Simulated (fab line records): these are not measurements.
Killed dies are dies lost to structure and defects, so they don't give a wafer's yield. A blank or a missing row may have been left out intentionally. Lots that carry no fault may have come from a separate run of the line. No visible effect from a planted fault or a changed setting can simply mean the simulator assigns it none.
fab line records	flow n5_finfet	part 1 of 2: steps 1 to 19 of 31
record lots=5	wafers=15	last_day=18
route steps=1938 shown BEOL_M15@1821 PASS1_DEP@1831 MIM_BOT@1832 MIM_TOP@1834 MIM_TOP_LITHO@1839 MIM_TOP_ETCH@1851
lots that met no fault: from a run of the same line without faults
start_h: hours from the record's first day to the start of the lot's first wafer shown	wait_h: how many hours have passed since the lot's step before this one	" the same as in the row above	L1.1+2: several wafers, shown together as one row	- no value, or no start given	* or withheld: withheld	< > ~ a bound
route shown NAME@n: names a module that has steps shown in the file, with the first one's number in the route	usual: mean/standard deviation taken from wafers without a fault	same: alike in all rows	chamber/n: place in a boat	sites: per-site readings	_std_site: their standard deviation	_edge_site: inner sites' mean taken away from outer sites' mean	radius_mm: for every site, how far away it sits from the centre of the wafer	mask NAME#n: copy n	behind: the last tool/chamber to shape the wafer	hold: why the lot was held/for how many hours/how that ended	device: the n, p or np transistor that did not switch	end of line: tests run on the same wafers once the route is complete	a step given without rows: its recipe and nothing more	killed: at the first sort, the dies lost to defects and structure; wafer yield is something else	map: the dies of a wafer, with x for killed, . for not killed, _ for no die there
set.NAME: the run value of the setting; set.NAME@STEP: its run value at that earlier step	model.NAME: the simulator's own value behind a step, which no gauge read
lots seen at some steps along the route; tables by step, rows by wafer
services: a tool's chamber out of use, with start hour (start_h, from the record's first day; less than 0 if before it), hours out, and reason
## steps
# step N5_BEOL_M15_SPUTTER_45
# recipe material=Cu	target_thk_a=1000	temp_c=-20	bias_v=60	power_w=26000	chamber_pressure_pa=0.13	time_s=16.67
# usual throttle_valve_pct=29.9/1
lot.wafer	tool	chamber	start_h	wait_h	throttle_valve_pct
L077.1	pvd_sputter-01	-	277.91	0.0	28.3
L077.4	"	-	"	"	29.4
L077.5	"	-	"	"	29.6
L082.4	pvd_sputter-02	-	309.40	0.0	30.5
L082.5	"	-	"	"	30.2
L082.6	"	-	"	"	30.7
L087.1	pvd_sputter-01	-	336.51	0.0	28.5
L087.3	"	-	"	"	28.2
L087.4	"	-	"	"	28.3
L090.1	pvd_sputter-01	-	363.85	0.0	28.5
L090.3	"	-	"	"	28.6
L090.5	"	-	"	"	28.7
L094.3	pvd_sputter-01	-	405.35	0.0	28.6
L094.4	"	-	"	"	30.4
L094.5	"	-	"	"	28.4
# step N5_BEOL_M15_ECD_47
# recipe material=Cu	target_thk_a=18600
lot.wafer	tool	chamber	start_h	wait_h
L077.1+4+5	ecd_cu-01	0,0,1	278.02	0.1
L082.4+5+6	ecd_cu-02	1,0,1	309.59	0.2
L087.1+3+4	ecd_cu-01	0,1,0	336.64	0.1
L090.1+3+5	ecd_cu-01	0,1,1	363.96	0.1
L094.3+4+5	ecd_cu-02	0,1,0	405.54	0.2
# step N5_BEOL_M15_ANNEAL_48
# recipe temp_c=225	time_s=90	ambient=N2
# usual wafer_temp_C_max=226.08/0.29
lot.wafer	tool	chamber	start_h	wait_h	wafer_temp_C_max
L077.1	rtp_anneal-02	0	278.27	0.2	226.34
L077.4	"	0	"	"	226.34
L077.5	"	0	"	"	226.16
L082.4	rtp_anneal-01	0	309.90	0.2	225.78
L082.5	"	0	"	"	226.04
L082.6	"	0	"	"	225.78
L087.1	rtp_anneal-02	0	336.88	0.2	226.16
L087.3	"	0	"	"	226.30
L087.4	"	0	"	"	225.97
L090.1	rtp_anneal-01	0	364.56	0.5	225.80
L090.3	"	0	"	"	226.26
L090.5	"	0	"	"	225.86
L094.3	rtp_anneal-01	0	405.97	0.4	225.80
L094.4	"	0	"	"	225.62
L094.5	"	0	"	"	225.60
# step N5_BEOL_M15_CMP_49
# recipe stop_on=SiO2	t_overpolish_s=4.9	down_force_psi=2	platen_rpm=80	clearing_platen_down_force_psi=2	clearing_platen_rpm=80	post_cmp_clean=cu_alkaline	target_thk_nm=850	clearing_platen_pad_velocity_m_s=1.5917	pad_velocity_m_s=1.5917
# usual barrier_field_endpoint_s=11.35/0.28	motor_current_A=7.7/0.68	overpolish_run_s=4.900/0.009	platen_rpm=80.00/0.051
# same t_overpolish_s=4.9
lot.wafer	tool	chamber	start_h	wait_h	barrier_field_endpoint_s	motor_current_A	overpolish_run_s	platen_rpm
L077.1	cmp-02	3	278.56	0.3	11.12	7.6	4.893	80.03
L077.4	"	0	"	"	11.08	7.0	4.899	79.99
L077.5	"	0	"	"	11.14	7.1	4.909	80.04
L082.4	cmp-02	0	310.10	0.2	11.38	7.3	4.894	79.94
L082.5	"	3	"	"	11.39	7.6	4.903	80.04
L082.6	"	0	"	"	11.40	7.1	4.904	80.03
L087.3	cmp-04	1	337.18	0.2	11.11	7.3	4.897	80.01
L087.4	"	2	"	"	11.08	6.2	4.904	80.01
L087.1	"	0	"	"	11.23	6.8	4.895	80.10
L090.1	cmp-04	3	364.90	0.3	11.62	8.6	4.909	80.04
L090.3	"	0	"	"	10.89	6.8	4.905	79.97
L090.5	"	2	"	"	11.13	6.2	4.888	80.09
L094.3	cmp-04	1	406.18	0.2	11.08	7.2	4.887	80.05
L094.4	"	3	"	"	11.52	8.4	4.898	80.01
L094.5	"	2	"	"	11.27	6.8	4.914	79.96
# step N5_BEOL_M15_THK_MEAS_50
# recipe thk_meas_gauge=xrf	reads=Cu_of_BEOL_M15_ECD_47
# usual M15_THK=860/16
lot.wafer	tool	chamber	start_h	wait_h	M15_THK[nm]
L077.1	film_metro-01	-	278.86	-	874
L077.4	"	-	"	"	883
L077.5	"	-	"	"	849
L082.4	film_metro-01	-	310.36	-	843
L082.5	"	-	"	"	831
L082.6	"	-	"	"	852
L087.1	film_metro-02	-	337.47	-	865
L087.3	"	-	"	"	878
L087.4	"	-	"	"	884
L090.1	film_metro-02	-	365.15	-	838
L090.3	"	-	"	"	892
L090.5	"	-	"	"	844
L094.3	film_metro-01	-	406.48	-	858
L094.4	"	-	"	"	857
L094.5	"	-	"	"	884
# step N5_BEOL_M15_PRE_CLEAN_52
# recipe gas=NH3	time_s=15	temp_c=withheld	rf_power_w=300
lot.wafer	tool	chamber	start_h	wait_h
L077.1+4+5	pecvd-01	1,0,1	278.90	0.0
L082.4+5+6	pecvd-04	0,1,2	310.40	0.0
L087.1+3+4	pecvd-04	0,1,2	337.51	0.0
L090.1+3+5	pecvd-01	2,1,1	365.19	0.0
L094.3+4+5	pecvd-02	2,0,2	406.51	0.0
# step N5_BEOL_M15_DEP_53
# recipe material=SiCN	target_thk_a=500	temp_c=withheld	precursor=3MS/NH3	pressure_torr=3	rf_w=675	time_s=17.8
# usual showerhead_plenum_p_Torr=4.163/0.022	throttle_valve_pct=17.8/0.69
lot.wafer	tool	chamber	start_h	wait_h	showerhead_plenum_p_Torr	throttle_valve_pct
L077.1	pecvd-01	1	278.92	0.0	4.183	18.2
L077.4	"	0	"	"	4.174	16.5
L077.5	"	1	"	"	4.174	18.1
L082.4	pecvd-04	0	310.43	0.0	4.199	19.0
L082.5	"	1	"	"	4.168	18.4
L082.6	"	2	"	"	4.138	17.3
L087.1	pecvd-04	0	337.54	0.0	4.198	18.8
L087.3	"	1	"	"	4.188	18.0
L087.4	"	2	"	"	4.136	17.3
L090.1	pecvd-01	2	365.22	0.0	4.169	17.9
L090.3	"	1	"	"	4.178	18.0
L090.5	"	1	"	"	4.189	17.9
L094.3	pecvd-02	2	406.54	0.0	4.132	17.7
L094.4	"	0	"	"	4.130	18.4
L094.5	"	2	"	"	4.133	17.5
# step N5_BEOL_M15_RS_MEAS_54
# recipe thk_meas_gauge=four-point-probe	reads=Cu_of_BEOL_M15_ECD_47+Ta_of_BEOL_M15_SPUTTER_44+TaN_of_BEOL_M15_SPUTTER_43
# usual M15_RS=0.0217/0.0004
lot.wafer	tool	chamber	start_h	wait_h	M15_RS[ohm/sq]
L077.1	film_metro-02	-	278.99	0.0	0.0211
L077.4	"	-	"	"	0.0210
L077.5	"	-	"	"	0.0219
L082.4	film_metro-01	-	310.49	0.0	0.0220
L082.5	"	-	"	"	0.0225
L082.6	"	-	"	"	0.0220
L087.1	film_metro-02	-	337.60	0.0	0.0217
L087.3	"	-	"	"	0.0211
L087.4	"	-	"	"	0.0212
L090.1	film_metro-02	-	365.28	0.0	0.0221
L090.3	"	-	"	"	0.0209
L090.5	"	-	"	"	0.0220
L094.3	film_metro-02	-	406.61	0.1	0.0217
L094.4	"	-	"	"	0.0216
L094.5	"	-	"	"	0.0209
# step N5_BEOL_M15_INSPECT_55
# recipe inspect_instrument=darkfield	mode=post_dep
# usual raw_defect_count=75/29
lot.wafer	tool	chamber	start_h	wait_h	raw_defect_count
L077.1	defect_inspect-01	-	279.01	0.0	57
L077.4	"	-	"	"	54
L077.5	"	-	"	"	95
L082.4	defect_inspect-01	-	310.51	0.0	66
L082.5	"	-	"	"	117
L082.6	"	-	"	"	169
L087.1	defect_inspect-02	-	337.63	0.0	108
L087.3	"	-	"	"	101
L087.4	"	-	"	"	92
L090.1	defect_inspect-02	-	365.31	0.0	72
L090.3	"	-	"	"	80
L090.5	"	-	"	"	66
L094.3	defect_inspect-01	-	406.63	0.0	78
L094.4	"	-	"	"	88
L094.5	"	-	"	"	82
# step N5_BEOL_M15_RC_MEAS_101
# usual COMB_M10=1.46e-11/2.9e-12	COMB_M11=1.4e-11/3e-12	COMB_M12=6e-12/1.4e-12	COMB_M12_max_site=8.6e-12/2.2e-12	COMB_M13=4.7e-12/8.5e-13	COMB_M14=3.6e-12/8.5e-13	COMB_M15=2.4e-12/6e-13	COMB_M5=3.5e-11/7.2e-12	COMB_M6=2.4e-11/5.1e-12	COMB_M7=2.5e-11/5.5e-12	COMB_M8=2.5e-11/5.3e-12	COMB_M9=1.5e-11/3e-12	SERP_M10=3.05/0.085	SERP_M11=3.08/0.11	SERP_M12=0.636/0.017	SERP_M13=0.312/0.0047	SERP_M13_max_site=0.316/0.005	SERP_M14=0.160/0.0043	SERP_M5=38.0/1.7	SERP_M6=13.6/0.6	SERP_M7=13.9/0.61	SERP_M8=13.8/0.6	SERP_M9=3.07/0.093
lot.wafer	tool	chamber	start_h	wait_h	COMB_M10[S/m]	COMB_M11[S/m]	COMB_M12[S/m]	COMB_M12_max_site[S/m]	COMB_M13[S/m]	COMB_M14[S/m]	COMB_M15[S/m]	COMB_M5[S/m]	COMB_M6[S/m]	COMB_M7[S/m]	COMB_M8[S/m]	COMB_M9[S/m]	SERP_M10[ohm/um]	SERP_M11[ohm/um]	SERP_M12[ohm/um]	SERP_M13[ohm/um]	SERP_M13_max_site[ohm/um]	SERP_M14[ohm/um]	SERP_M5[ohm/um]	SERP_M6[ohm/um]	SERP_M7[ohm/um]	SERP_M8[ohm/um]	SERP_M9[ohm/um]
L077.1	prober-01	0	279.04	0.0	2.17e-11	1.5e-11	7.7e-12	1.07e-11	4e-12	2.6e-12	1.6e-12	4.4e-11	2.1e-11	1.9e-11	2.6e-11	1.1e-11	3.15	3.05	0.643	0.315	0.319	0.160	39.1	12.7	14.6	14.0	3.08
L077.4	"	0	"	"	1.21e-11	1.3e-11	4.8e-12	6.7e-12	3.3e-12	1.3e-12	1.3e-12	3.3e-11	2.6e-11	2e-11	3e-11	1.9e-11	3.04	2.91	0.654	0.314	0.316	0.165	39.9	12.8	14.5	14.5	2.97
L077.5	"	0	"	"	1.94e-11	1.3e-11	6.3e-12	8.2e-12	4.1e-12	2.8e-12	1.4e-12	4.1e-11	1.9e-11	2.1e-11	2.7e-11	1.6e-11	3.20	2.98	0.651	0.310	0.314	0.166	39.2	12.5	14.1	13.6	3.00
L082.4	prober-01	0	311.00	0.5	8.5e-12	1.2e-11	6.7e-12	1.15e-11	4.9e-12	4.6e-12	2.2e-12	2.6e-11	2.2e-11	3e-11	2.4e-11	1.7e-11	3.05	2.98	0.638	0.316	0.320	0.156	36.1	12.7	12.6	14.4	3.15
L082.5	"	0	"	"	1.42e-11	1.6e-11	5.9e-12	1.03e-11	4.8e-12	3.1e-12	2.4e-12	3.4e-11	2.5e-11	3e-11	2e-11	1.3e-11	3.07	2.99	0.625	0.311	0.314	0.168	40.0	13.6	13.9	15.1	3.07
L082.6	"	0	"	"	1.38e-11	1.4e-11	9.1e-12	1.43e-11	5.1e-12	4.8e-12	3.9e-12	2.9e-11	3e-11	3.4e-11	2.9e-11	1.6e-11	3.08	2.91	0.649	0.321	0.323	0.154	36.4	13.3	12.7	14.7	3.09
L087.1	prober-01	0	337.80	0.2	1.35e-11	1.1e-11	6.5e-12	9.5e-12	3.8e-12	3e-12	1.3e-12	3.4e-11	2.3e-11	3.2e-11	2.8e-11	1.1e-11	3.00	3.12	0.630	0.314	0.317	0.156	36.6	13.1	14.2	13.6	2.94
L087.3	"	0	"	"	1.1e-11	1.6e-11	6e-12	8.1e-12	5.2e-12	3.1e-12	2.1e-12	4.1e-11	2.3e-11	3.2e-11	2.9e-11	1.6e-11	3.13	3.06	0.660	0.318	0.323	0.159	37.7	14.1	13.9	14.0	3.02
L087.4	"	0	"	"	1.2e-11	1.2e-11	8.4e-12	9.3e-12	5.4e-12	5e-12	2.3e-12	4.2e-11	3.1e-11	3.4e-11	2.6e-11	1.2e-11	3.17	3.17	0.656	0.312	0.316	0.164	37.0	13.9	14.7	14.5	2.98
L090.1	prober-01	0	365.33	0.0	1.78e-11	2.1e-11	7.7e-12	1.01e-11	4e-12	3.8e-12	2.8e-12	2.2e-11	3.2e-11	3.2e-11	2.4e-11	1.4e-11	2.92	2.99	0.635	0.314	0.316	0.154	34.0	13.1	13.2	14.0	2.95
L090.3	"	0	"	"	1.78e-11	1.2e-11	5.6e-12	8.4e-12	4.3e-12	3.2e-12	2.2e-12	3.4e-11	2.4e-11	2.4e-11	2.4e-11	1e-11	3.17	3.08	0.648	0.316	0.318	0.156	35.1	13.5	13.4	13.4	2.88
L090.5	"	0	"	"	1.15e-11	1.2e-11	4.3e-12	8.3e-12	4.8e-12	2.7e-12	2e-12	3e-11	2.2e-11	2.1e-11	2.5e-11	1.2e-11	3.19	3.04	0.610	0.317	0.320	0.155	37.1	12.8	13.8	13.8	2.93
L094.3	prober-01	0	406.97	0.3	1.29e-11	1.5e-11	6.7e-12	9.1e-12	4.9e-12	3.7e-12	1.9e-12	3.3e-11	2.9e-11	1.9e-11	1.7e-11	1.8e-11	2.98	3.07	0.651	0.316	0.317	0.168	37.5	15.1	13.8	13.5	3.05
L094.4	"	0	"	"	1.49e-11	2.1e-11	6.2e-12	7.7e-12	4.4e-12	3.2e-12	1.7e-12	3.2e-11	3.1e-11	3e-11	2e-11	2e-11	2.99	3.08	0.632	0.304	0.307	0.162	40.6	14.0	14.0	14.8	2.99
L094.5	"	0	"	"	1.73e-11	1.5e-11	6.2e-12	1.04e-11	4.4e-12	3.7e-12	1.6e-12	2.9e-11	2.3e-11	2.1e-11	2.7e-11	1.5e-11	2.96	3.11	0.655	0.308	0.310	0.156	39.1	14.0	14.0	13.5	3.05
# step N5_PASSIVATION_PECVD_00
# recipe material=SiO2	target_thk_a=2000	temp_c=400	precursor=SiH4/N2O	pressure_torr=2.7	rf_w=608	time_s=11.2
# usual heater_power_w=653/75	showerhead_plenum_p_Torr=8.17/0.076	throttle_valve_pct=51.3/2.8
lot.wafer	tool	chamber	start_h	wait_h	heater_power_w	showerhead_plenum_p_Torr	throttle_valve_pct
L077.1	pecvd-01	2	280.00	0.8	733	8.19	51.1
L077.4	"	0	"	"	633	8.25	46.9
L077.5	"	1	"	"	586	8.24	51.7
L082.4	pecvd-02	2	311.52	0.4	734	8.03	50.0
L082.5	"	1	"	"	656	8.15	50.2
L082.6	"	0	"	"	601	8.08	53.4
L087.1	pecvd-03	2	338.77	0.8	734	8.18	47.9
L087.3	"	0	"	"	707	8.22	55.1
L087.4	"	2	"	"	702	8.18	47.8
L090.1	pecvd-01	2	366.30	0.8	715	8.21	51.3
L090.3	"	0	"	"	626	8.25	46.9
L090.5	"	1	"	"	652	8.27	51.8
L094.3	pecvd-03	1	407.63	0.5	583	8.05	55.0
L094.4	"	0	"	"	623	8.19	54.9
L094.5	"	2	"	"	679	8.18	48.5
# step N5_MIM_BOT_DEGAS_01
# recipe ambient=vacuum	temp_c=300	time_s=60
# usual heater_power_w=486/85
lot.wafer	tool	chamber	start_h	wait_h	heater_power_w
L077.1	pvd_sputter-02	-	281.18	1.2	590
L077.4	"	-	"	"	598
L077.5	"	-	"	"	598
L082.4	pvd_sputter-02	-	312.08	0.5	344
L082.5	"	-	"	"	344
L082.6	"	-	"	"	603
L087.1	pvd_sputter-02	-	339.07	0.3	577
L087.3	"	-	"	"	477
L087.4	"	-	"	"	585
L090.1	pvd_sputter-03	-	367.65	1.3	402
L090.3	"	-	"	"	448
L090.5	"	-	"	"	435
L094.3	pvd_sputter-02	-	408.91	1.3	480
L094.4	"	-	"	"	598
L094.5	"	-	"	"	592
# step N5_MIM_BOT_SPUTTER_00
# recipe material=TiN	target_thk_a=350	temp_c=200	power_w=3000	chamber_pressure_pa=0.49996	gas=Ar	reactive_partial_pa=0.37997	time_s=89.7
# usual throttle_valve_pct=30.4/0.91
lot.wafer	tool	chamber	start_h	wait_h	throttle_valve_pct
L077.1	pvd_sputter-02	-	281.22	0.0	30.1
L077.4	"	-	"	"	31.3
L077.5	"	-	"	"	31.5
L082.4	pvd_sputter-02	-	312.12	0.0	30.9
L082.5	"	-	"	"	30.8
L082.6	"	-	"	"	29.6
L087.1	pvd_sputter-02	-	339.11	0.0	30.2
L087.3	"	-	"	"	29.9
L087.4	"	-	"	"	31.2
L090.1	pvd_sputter-03	-	367.69	0.0	29.7
L090.3	"	-	"	"	32.1
L090.5	"	-	"	"	30.5
L094.3	pvd_sputter-02	-	408.95	0.0	29.9
L094.4	"	-	"	"	31.2
L094.5	"	-	"	"	30.2
# step N5_MIM_TOP_ALD_00
# recipe material=Al2O3	target_thk_a=*	temp_c=withheld	ald_precursor_family=TMA	ald_co_reactant=O3	pulse_time_s=withheld	purge_time_s=3	co_reactant_purge_time_s=withheld	co_reactant_pulse_time_s=3	ald_cycles=withheld
# usual precursor_pulse_height_rel=1.002/0.019
lot.wafer	tool	chamber	start_h	wait_h	precursor_pulse_height_rel
L077.1	ald_hk-02	0	281.32	0.1	0.968
L077.4	"	3	"	"	0.975
L077.5	"	0	"	"	1.004
L082.4	ald_hk-02	1	312.22	0.1	1.044
L082.5	"	2	"	"	1.009
L082.6	"	3	"	"	0.999
L087.1	ald_hk-02	2	339.21	0.1	1.002
L087.3	"	1	"	"	1.001
L087.4	"	0	"	"	0.997
L090.1	ald_hk-02	3	367.79	0.1	1.036
L090.3	"	2	"	"	1.000
L090.5	"	1	"	"	1.015
L094.3	ald_hk-01	2	409.05	0.1	0.989
L094.4	"	1	"	"	0.980
L094.5	"	1	"	"	1.006
# step N5_MIM_TOP_ALD_01
# recipe material=HfO2	target_thk_a=56	temp_c=withheld	ald_precursor_family=Hf-amide	ald_co_reactant=O3	pulse_time_s=1	purge_time_s=3	co_reactant_purge_time_s=2	co_reactant_pulse_time_s=3	ald_cycles=62
# usual precursor_pulse_height_rel=1.002/0.021
# same co_reactant_purge_time_s=2	purge_time_s=3
lot.wafer	tool	chamber	start_h	wait_h	precursor_pulse_height_rel
L077.1	ald_hk-02	0	-	-	1.002
L077.4	"	3	"	"	1.034
L077.5	"	0	"	"	1.008
L082.4	ald_hk-02	1	-	-	1.010
L082.5	"	2	"	"	1.006
L082.6	"	3	"	"	1.055
L087.1	ald_hk-02	2	-	-	1.051
L087.3	"	1	"	"	1.013
L087.4	"	0	"	"	0.999
L090.1	ald_hk-02	3	-	-	0.999
L090.3	"	2	"	"	0.983
L090.5	"	1	"	"	0.995
L094.3	ald_hk-01	2	-	-	0.980
L094.4	"	1	"	"	1.021
L094.5	"	1	"	"	1.017
# step N5_MIM_TOP_ALD_02
# recipe material=Al2O3	target_thk_a=*	temp_c=withheld	ald_precursor_family=TMA	ald_co_reactant=O3	pulse_time_s=withheld	purge_time_s=3	co_reactant_purge_time_s=withheld	co_reactant_pulse_time_s=3	ald_cycles=withheld
# usual precursor_pulse_height_rel=0.999/0.021
lot.wafer	tool	chamber	start_h	wait_h	precursor_pulse_height_rel
L077.1	ald_hk-02	0	-	-	0.972
L077.4	"	3	"	"	1.028
L077.5	"	0	"	"	0.979
L082.4	ald_hk-02	1	-	-	1.006
L082.5	"	2	"	"	0.993
L082.6	"	3	"	"	1.023
L087.1	ald_hk-02	2	-	-	0.964
L087.3	"	1	"	"	0.991
L087.4	"	0	"	"	0.983
L090.1	ald_hk-02	3	-	-	1.017
L090.3	"	2	"	"	0.984
L090.5	"	1	"	"	1.018
L094.3	ald_hk-01	2	-	-	0.992
L094.4	"	1	"	"	1.004
L094.5	"	1	"	"	1.025
# step N5_MIM_TOP_DEGAS_04
# recipe ambient=vacuum	temp_c=300	time_s=60
# usual heater_power_w=465/68
lot.wafer	tool	chamber	start_h	wait_h	heater_power_w
L077.1	pvd_sputter-02	-	282.28	-	474
L077.4	"	-	"	"	597
L077.5	"	-	"	"	596
L082.4	pvd_sputter-03	-	312.78	-	400
L082.5	"	-	"	"	446
L082.6	"	-	"	"	399
L087.1	pvd_sputter-02	-	340.01	-	345
L087.3	"	-	"	"	589
L087.4	"	-	"	"	481
L090.1	pvd_sputter-03	-	368.26	-	458
L090.3	"	-	"	"	403
L090.5	"	-	"	"	454
L094.3	pvd_sputter-03	-	409.71	-	432
L094.4	"	-	"	"	447
L094.5	"	-	"	"	446
# step N5_MIM_TOP_SPUTTER_03
# recipe material=TiN	target_thk_a=350	temp_c=200	power_w=3000	chamber_pressure_pa=0.49996	gas=Ar	reactive_partial_pa=0.37997	time_s=89.7
# usual throttle_valve_pct=30.1/1.1
lot.wafer	tool	chamber	start_h	wait_h	throttle_valve_pct
L077.1	pvd_sputter-02	-	282.32	0.0	29.7
L077.4	"	-	"	"	31.3
L077.5	"	-	"	"	31.2
L082.4	pvd_sputter-03	-	312.82	0.0	29.7
L082.5	"	-	"	"	32.4
L082.6	"	-	"	"	29.8
L087.1	pvd_sputter-02	-	340.05	0.0	30.8
L087.3	"	-	"	"	31.3
L087.4	"	-	"	"	29.7
L090.1	pvd_sputter-03	-	368.30	0.0	30.1
L090.3	"	-	"	"	29.8
L090.5	"	-	"	"	32.4
L094.3	pvd_sputter-03	-	409.75	0.0	30.5
L094.4	"	-	"	"	30.3
L094.5	"	-	"	"	30.3
# step N5_MIM_TOP_LITHO_HMDS_01
# recipe time_s=60	temp_c=120
lot.wafer	tool	chamber	start_h	wait_h
L077.1+4+5	litho_track-03	0	282.42	0.1
L082.4+5+6	litho_track-04	0	312.93	0.1
L087.1+3+4	litho_track-04	0	340.17	0.1
L090.1+3+5	litho_track-03	0	368.40	0.1
L094.3+4+5	litho_track-02	0	409.86	0.1
